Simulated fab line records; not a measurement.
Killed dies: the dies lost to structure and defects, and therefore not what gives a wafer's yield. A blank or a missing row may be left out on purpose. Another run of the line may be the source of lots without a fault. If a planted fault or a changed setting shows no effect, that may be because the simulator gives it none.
A struck lot beside a sound one    flow n5 finfet    14 steps out of a route of 1938
Sound: wafers L460.1, L460.5, L460.6. Struck: wafer L465.2 (L465.3, L465.6, from the same lot, were not struck and are left out); the cause is given at the end.
At each step with rows: each side's tool, then ch and its chambers, then its first start. Under that, the readings that differ: sound wafers    struck wafers    difference of the means    sigmas: that difference in standard deviations of wafers without a fault.
alike: readings whose means differ by less than 2 such deviations, and words and numbers that are the same on both sides. not compared: withheld readings, readings that some wafer has no value for, bounds like >300 that may hide the same value, and numbers for which the record gives no deviation and whose values overlap.
The two part at a step that has a row with sigmas, a row that says differs or no value, or rows on one side only. Numbers that don't overlap but have no deviation are shown without sigmas and don't part them. A reading that every wafer of one side lacks parts them only if that side has two wafers or more.

first, 3 steps without rows for these wafers: N5_BEOL_M9_EXPOSE_25 (exposes mask V8); N5_BEOL_M9_PEB_26 (peb time 60 s); N5_BEOL_M9_DEVELOP_27 (develop time 30 s).
N5_BEOL_M9_CD_MEAS_28: the cd target is 70 nm.
  sound on cd sem-02 ch 0, day 11 19:39; struck on cd sem-03 ch 0, day 13 08:19
  alike: cd nm
N5_BEOL_M9_OVL_MEAS_29:
  sound on overlay-01 ch 0, day 11 19:41; struck on overlay-01 ch 0, day 13 08:22
  alike: V8_OVL
N5_BEOL_M9_INSPECT_30: inspects for defects (brightfield).
  struck on defect inspect-02, day 13 08:25; sound on defect inspect-02, day 11 19:44
reading           sound        struck  difference  sigmas
raw defect count  597 484 592  325     -233        -3
N5_BEOL_M9_DESCUM_33: chemistry O2, time 7 s.
  sound on rie diel-05 ch 1,2, day 11 20:04; struck on rie diel-05 ch 1, day 13 08:28
  alike: chamber pressure mTorr, drypump motor current A, oes product au, rf vpp V, showerhead plenum p Torr, throttle valve pct
  not compared: rf hours counter h
N5_BEOL_M9_ETCH_76: etches underlayer in N2/H2, target depth 6.5 nm, time 5.2 s.
  sound on rie diel-05 ch 1,2, day 11 20:06; struck on rie diel-05 ch 1, day 13 08:29
  alike: chamber pressure mTorr, drypump motor current A, etch rf on time s, oes product au, rf vpp V, showerhead plenum p Torr, throttle valve pct
  not compared: rf hours counter h
N5_BEOL_M9_ETCH_65: etches SiARC in CF4, target depth 15.6 nm, time 26 s.
  sound on rie diel-05 ch 1,2, day 11 20:07; struck on rie diel-05 ch 1, day 13 08:31
  alike: chamber pressure mTorr, drypump motor current A, etch rf on time s, oes product au, rf vpp V, showerhead plenum p Torr, throttle valve pct
  not compared: rf hours counter h
N5_BEOL_M9_ETCH_66: etches SOC in N2/H2, target depth 80 nm, overetch 16 nm, time 120 s.
  sound on rie diel-05 ch 1,2, day 11 20:09; struck on rie diel-05 ch 1, day 13 08:32
  alike: chamber pressure mTorr, drypump motor current A, oes product au, rf vpp V, showerhead plenum p Torr, throttle valve pct
  not compared: rf hours counter h
then, 2 steps without rows for these wafers: N5_BEOL_M9_STRIP_69 (strips in N2/H2); N5_BEOL_M9_STRIP_77 (strips in N2/H2).
N5_BEOL_M9_VIA_ETCH_34: etches SiCOH lowk in C4F6/O2, target depth 182.4 nm, time 68.4 s.
  sound on rie diel-05 ch 1,2, day 11 20:15; struck on rie diel-05 ch 1, day 13 08:38
reading                                   sound              struck  difference  sigmas
oes product au (a.u.)                     0.85 0.84 0.69     1.18    +0.39       +5
model.etch.depth nm (nm)                  182.8 182.9 180.8  304     +122        
model.SOC_of_BEOL_M9_COAT_63.thk nm (nm)  50.8 50.8 50.8     45      -6          
  alike: chamber pressure mTorr, drypump motor current A, rf vpp V, showerhead plenum p Torr, throttle valve pct
  not compared: rf hours counter h
then, 1 step without rows for these wafers: N5_BEOL_M9_STRIP_73 (strips in C4F6/O2).

## WHERE THEY PART
Last at N5_BEOL_M9_VIA_ETCH_34 as far as this record goes, first at N5_BEOL_M9_INSPECT_30.

WHY: whatever the simulator had introduced
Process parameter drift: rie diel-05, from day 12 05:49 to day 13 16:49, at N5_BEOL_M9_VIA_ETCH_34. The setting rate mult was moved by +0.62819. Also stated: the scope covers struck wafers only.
